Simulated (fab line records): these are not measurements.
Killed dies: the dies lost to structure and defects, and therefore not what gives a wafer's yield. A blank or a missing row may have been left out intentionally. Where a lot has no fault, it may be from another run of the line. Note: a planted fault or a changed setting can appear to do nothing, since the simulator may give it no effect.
Split-lot experiment :: flow n5-finfet :: 39 wafers read across 7 lots, on a route 1938 steps long

SPLIT DETAILS
At N5_FIN_SAQP_SPACER1_ALD_24 (deposits SiO2, target thk 20.3 nm, pulse time 1 s, purge time 2 s), the setting ald-cycles was moved away from the recipe's 218 on 15 of the 39 wafers read, by -18.8% to +49.1%. For the rest of the wafers, this setting stayed at what the recipe calls for.

FROM THE SPLIT TO THE READING: what the file shows between them, 2 steps
- N5_FIN_SAQP_SPACER1_ETCHBACK_25: etches SiO2 in CHF3/O2, target depth 24.4 nm, time 12.2 s
- N5_FIN_SAQP_MANDREL1_REMOVE_56: chemistry HBr/Cl2/O2, target a-Si, stops on SiNx, bt time 10 s

THE READING
cd-nm (nm) at N5_FIN_SAQP_CD_MEAS_27, where the cd target is 20 nm. On this fab line, fault-free wafers typically give 20.31 nm with a standard deviation of 0.23 nm.

wafer: L076.1
tool, chamber at the split: ald-sin-02, 1,2
ald-cycles as run: 218
against the recipe: recipe
cd-nm, nm: 20.10
against lot-mates on the recipe: -

wafer: L076.4
tool, chamber at the split: ald-sin-02, 1,2
ald-cycles as run: 218
against the recipe: recipe
cd-nm, nm: 19.95
against lot-mates on the recipe: -

wafer: L076.5
tool, chamber at the split: ald-sin-02, 1
ald-cycles as run: 218
against the recipe: recipe
cd-nm, nm: 20.33
against lot-mates on the recipe: -

wafer: L077.1
tool, chamber at the split: ald-sin-03, 1,2
ald-cycles as run: 286
against the recipe: +31.2%
cd-nm, nm: 26.79
against lot-mates on the recipe: +6.62

wafer: L077.2
tool, chamber at the split: ald-sin-03, 3
ald-cycles as run: 286
against the recipe: +31.2%
cd-nm, nm: 26.96
against lot-mates on the recipe: +6.79

wafer: L077.3
tool, chamber at the split: ald-sin-03, 1,2
ald-cycles as run: 286
against the recipe: +31.2%
cd-nm, nm: 26.95
against lot-mates on the recipe: +6.78

wafer: L077.4
tool, chamber at the split: ald-sin-03, 0,3,2
ald-cycles as run: 218
against the recipe: recipe
cd-nm, nm: 20.43
against lot-mates on the recipe: -

wafer: L077.5
tool, chamber at the split: ald-sin-03, 0,3,2
ald-cycles as run: 218
against the recipe: recipe
cd-nm, nm: 20.07
against lot-mates on the recipe: -

wafer: L077.6
tool, chamber at the split: ald-sin-03, 0,3,2
ald-cycles as run: 218
against the recipe: recipe
cd-nm, nm: 20.02
against lot-mates on the recipe: -

wafer: L078.1
tool, chamber at the split: ald-sin-02, 2,1
ald-cycles as run: 278
against the recipe: +27.5%
cd-nm, nm: 25.59
against lot-mates on the recipe: +5.22

wafer: L078.2
tool, chamber at the split: ald-sin-02, 0
ald-cycles as run: 278
against the recipe: +27.5%
cd-nm, nm: 25.90
against lot-mates on the recipe: +5.53

wafer: L078.3
tool, chamber at the split: ald-sin-02, 2,1
ald-cycles as run: 278
against the recipe: +27.5%
cd-nm, nm: 26.03
against lot-mates on the recipe: +5.66

wafer: L078.4
tool, chamber at the split: ald-sin-02, 3,3,2
ald-cycles as run: 218
against the recipe: recipe
cd-nm, nm: 20.19
against lot-mates on the recipe: -

wafer: L078.5
tool, chamber at the split: ald-sin-02, 3,3,2
ald-cycles as run: 218
against the recipe: recipe
cd-nm, nm: 20.36
against lot-mates on the recipe: -

wafer: L078.6
tool, chamber at the split: ald-sin-02, 3,3,2
ald-cycles as run: 218
against the recipe: recipe
cd-nm, nm: 20.56
against lot-mates on the recipe: -

wafer: L079.1
tool, chamber at the split: ald-sin-02, 1
ald-cycles as run: 218
against the recipe: recipe
cd-nm, nm: 20.69
against lot-mates on the recipe: -

wafer: L079.2
tool, chamber at the split: ald-sin-02, 2,0
ald-cycles as run: 218
against the recipe: recipe
cd-nm, nm: 20.34
against lot-mates on the recipe: -

wafer: L079.3
tool, chamber at the split: ald-sin-02, 0,3
ald-cycles as run: 177
against the recipe: -18.8%
cd-nm, nm: 16.64
against lot-mates on the recipe: -3.72

wafer: L079.4
tool, chamber at the split: ald-sin-02, 0,3
ald-cycles as run: 177
against the recipe: -18.8%
cd-nm, nm: 16.49
against lot-mates on the recipe: -3.87

wafer: L079.5
tool, chamber at the split: ald-sin-02, 1
ald-cycles as run: 177
against the recipe: -18.8%
cd-nm, nm: 16.47
against lot-mates on the recipe: -3.89

wafer: L079.6
tool, chamber at the split: ald-sin-02, 2,0
ald-cycles as run: 218
against the recipe: recipe
cd-nm, nm: 20.04
against lot-mates on the recipe: -

wafer: L086.1
tool, chamber at the split: ald-sin-04, 0,3,1
ald-cycles as run: 325
against the recipe: +49.1%
cd-nm, nm: 30.31
against lot-mates on the recipe: +10.03

wafer: L086.2
tool, chamber at the split: ald-sin-04, 2,1,2
ald-cycles as run: 218
against the recipe: recipe
cd-nm, nm: 20.25
against lot-mates on the recipe: -

wafer: L086.3
tool, chamber at the split: ald-sin-04, 2,1,2
ald-cycles as run: 218
against the recipe: recipe
cd-nm, nm: 20.42
against lot-mates on the recipe: -

wafer: L086.4
tool, chamber at the split: ald-sin-04, 0,3,1
ald-cycles as run: 325
against the recipe: +49.1%
cd-nm, nm: 30.00
against lot-mates on the recipe: +9.72

wafer: L086.5
tool, chamber at the split: ald-sin-04, 2,1,2
ald-cycles as run: 218
against the recipe: recipe
cd-nm, nm: 20.18
against lot-mates on the recipe: -

wafer: L086.6
tool, chamber at the split: ald-sin-04, 0,3,1
ald-cycles as run: 325
against the recipe: +49.1%
cd-nm, nm: 30.45
against lot-mates on the recipe: +10.17

wafer: L088.1
tool, chamber at the split: ald-sin-04, 1,2,1,2,3
ald-cycles as run: 218
against the recipe: recipe
cd-nm, nm: 20.34
against lot-mates on the recipe: -

wafer: L088.2
tool, chamber at the split: ald-sin-04, 1,2,1,2,3
ald-cycles as run: 218
against the recipe: recipe
cd-nm, nm: 20.34
against lot-mates on the recipe: -

wafer: L088.3
tool, chamber at the split: ald-sin-04, 3
ald-cycles as run: 218
against the recipe: recipe
cd-nm, nm: 20.59
against lot-mates on the recipe: -

wafer: L088.4
tool, chamber at the split: ald-sin-04, 1,2,1,2,3
ald-cycles as run: 218
against the recipe: recipe
cd-nm, nm: 20.46
against lot-mates on the recipe: -

wafer: L088.5
tool, chamber at the split: ald-sin-04, 1,2,1,2,3
ald-cycles as run: 218
against the recipe: recipe
cd-nm, nm: 20.06
against lot-mates on the recipe: -

wafer: L088.6
tool, chamber at the split: ald-sin-04, 1,2,1,2,3
ald-cycles as run: 218
against the recipe: recipe
cd-nm, nm: 20.59
against lot-mates on the recipe: -

wafer: L091.1
tool, chamber at the split: ald-sin-03, 2,3,1
ald-cycles as run: 312
against the recipe: +43.1%
cd-nm, nm: 29.15
against lot-mates on the recipe: +8.73

wafer: L091.2
tool, chamber at the split: ald-sin-03, 0
ald-cycles as run: 218
against the recipe: recipe
cd-nm, nm: 20.47
against lot-mates on the recipe: -

wafer: L091.3
tool, chamber at the split: ald-sin-03, 2,3,1
ald-cycles as run: 312
against the recipe: +43.1%
cd-nm, nm: 28.75
against lot-mates on the recipe: +8.33

wafer: L091.4
tool, chamber at the split: ald-sin-03, 2,3,1
ald-cycles as run: 312
against the recipe: +43.1%
cd-nm, nm: 28.94
against lot-mates on the recipe: +8.52

wafer: L091.5
tool, chamber at the split: ald-sin-03, 1
ald-cycles as run: 218
against the recipe: recipe
cd-nm, nm: 20.55
against lot-mates on the recipe: -

wafer: L091.6
tool, chamber at the split: ald-sin-03, 0
ald-cycles as run: 218
against the recipe: recipe
cd-nm, nm: 20.25
against lot-mates on the recipe: -
If several chambers appear in one row, that row covers several wafers at once and the file leaves open which wafer was in which chamber.

THE FIT
A straight line over all 39 wafers: cd-nm changes by +0.203 nm for each +1% of ald-cycles; r = +1.00; the points scatter about the line by 0.21 nm.
The same after taking each lot's own level away (the mean of its wafers on the recipe; 39 wafers): +0.203 nm for each +1%; r = +1.00; scatter 0.22 nm.
Per that fit: largest ald-cycles move, reading shift of 10 nm.
Across the lots, their own levels run from 20.127 to 20.423 nm, a range of 1.3 times the standard deviation given above.
So the lot-to-lot level changes the slope little: the two slopes agree.
Check: for one of the wafers moved furthest among these (+49.1%), held out of the fit, the line's prediction against its lot-mates is +9.95 nm. Against them it came out at +10 nm.

THE WHOLE CHAIN: every reading that the file lists as answering this split, in the file's order
step: N5_FIN_SAQP_SPACER1_ALD_24
what it does: deposits SiO2, target thk 20.3 nm, pulse time 1 s, purge time 2 s
reading: SiO2_of_FIN_SAQP_SPACER1_ALD_24.thk-nm (the simulator's own value, which no gauge read)
change (the file's fit): +0.202 nm for each +1% of the setting
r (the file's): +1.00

step: N5_FIN_SAQP_MANDREL1_REMOVE_56
what it does: chemistry HBr/Cl2/O2, target a-Si, stops on SiNx, bt time 10 s
reading: FIN_SAQP.cd-nm (the simulator's own value, which no gauge read)
change (the file's fit): +0.202 nm for each +1% of the setting
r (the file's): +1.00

step: N5_FIN_SAQP_CD_MEAS_27
what it does: target cd 20 nm
reading: cd-nm
change (the file's fit): +0.203 nm for each +1% of the setting
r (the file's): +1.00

FILE'S OWN FIT
cd-nm changes by +0.203 nm for each +1% of ald-cycles, r = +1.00.
